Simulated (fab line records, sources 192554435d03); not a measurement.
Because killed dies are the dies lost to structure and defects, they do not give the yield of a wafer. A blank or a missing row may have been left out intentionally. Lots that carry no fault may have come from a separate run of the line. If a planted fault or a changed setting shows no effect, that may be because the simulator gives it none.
Split-lot trial    flow n5-finfet    on a route of 1938 steps: 7 lots, 21 wafers read

SPLIT DETAILS
At N5_BEOL_M0_CUTY_EXPOSE_54 (exposes mask M0 ABLK), the setting dose-mj was moved away from the recipe's 36 on 5 of the 21 wafers read, by -6.1% to +5.9%. For the rest of the wafers, this setting stayed at what the recipe calls for.

FROM THE SPLIT TO THE READING: what the file shows between them, 2 steps
- N5_BEOL_M0_CUTY_PEB_55: peb time 60 s
- N5_BEOL_M0_CUTY_DEVELOP_56: develop time 30 s

THE READING
cd-nm (nm) at N5_BEOL_M0_CUTY_CD_MEAS_57, where the cd target is 200 nm. On this fab line, fault-free wafers typically give 199.6 nm with a standard deviation of 1.1 nm.

wafer   tool, chamber at the split  dose-mj as run  against the recipe  cd-nm, nm  against lot-mates on the recipe
L075.1  arfi-scanner-03, 0          33.94           -5.7%               202.0      +3.3
L075.3  arfi-scanner-03, 0          36              recipe              198.0      -
L075.5  arfi-scanner-03, 0          36              recipe              199.4      -
L078.3  arfi-scanner-03, 0          38.12           +5.9%               196.8      -4.0
L078.4  arfi-scanner-03, 0          36              recipe              199.9      -
L078.6  arfi-scanner-03, 0          36              recipe              201.7      -
L082.1  arfi-scanner-03, 0          36              recipe              199.6      -
L082.3  arfi-scanner-03, 0          36              recipe              198.8      -
L082.5  arfi-scanner-03, 0          36              recipe              200.7      -
L083.4  arfi-scanner-01, 0          36              recipe              197.6      -
L083.5  arfi-scanner-01, 0          36              recipe              198.2      -
L083.6  arfi-scanner-01, 0          36              recipe              199.1      -
L084.1  arfi-scanner-02, 0          36              recipe              199.6      -
L084.4  arfi-scanner-02, 0          37.72           +4.8%               196.2      -3.4
L084.5  arfi-scanner-02, 0          37.72           +4.8%               195.2      -4.4
L087.1  arfi-scanner-03, 0          33.8            -6.1%               205.4      +4.2
L087.2  arfi-scanner-03, 0          36              recipe              200.8      -
L087.4  arfi-scanner-03, 0          36              recipe              201.5      -
L093.1  arfi-scanner-03, 0          36              recipe              200.0      -
L093.4  arfi-scanner-03, 0          36              recipe              199.6      -
L093.5  arfi-scanner-03, 0          36              recipe              200.2      -

FIT RESULTS
A straight line over all 21 wafers: cd-nm changes by -0.686 nm for each +1% of dose-mj; r = -0.84; the points scatter about the line by 1.2 nm.
The same after taking each lot's own level away (the mean of its wafers on the recipe; 21 wafers): -0.701 nm for each +1%; r = -0.95; scatter 0.63 nm.
The reading moves by 4.3 nm for the largest change in dose-mj, on that fit.
From 198.30 to 201.15 nm: that is the span of the lots' own levels, equal to 2.6 times the standard deviation above.
Consequently the slope shifts little with the lot-to-lot level, the two slopes agreeing.
Check: for one of the wafers moved furthest among these (-6.1%), held out of the fit, the line's prediction against its lot-mates is +4.18 nm. Against them it came out at +4.25 nm.

ADDITIONAL SPLITS CARRIED BY THESE WAFERS
Note: prior to the reading, these wafers also went through further splits. Each is held against what the fit with the lots' levels taken away leaves over:
other split on the same wafers             wafers away from the commonest value  r with cd-nm (lot level and that fit taken away)
N5_MOL_CONTACT_COAG_COAT_78 spin-rpm       6                                     -0.15
N5_BEOL_M0_SAQP_COAT_08 spin-rpm           6                                     -0.06
N5_BEOL_M0_SAQP_DEVELOP_13 develop-time-s  7                                     -0.04

FILE'S OWN FIT
cd-nm changes by -0.682 nm for each +1% of dose-mj, r = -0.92.
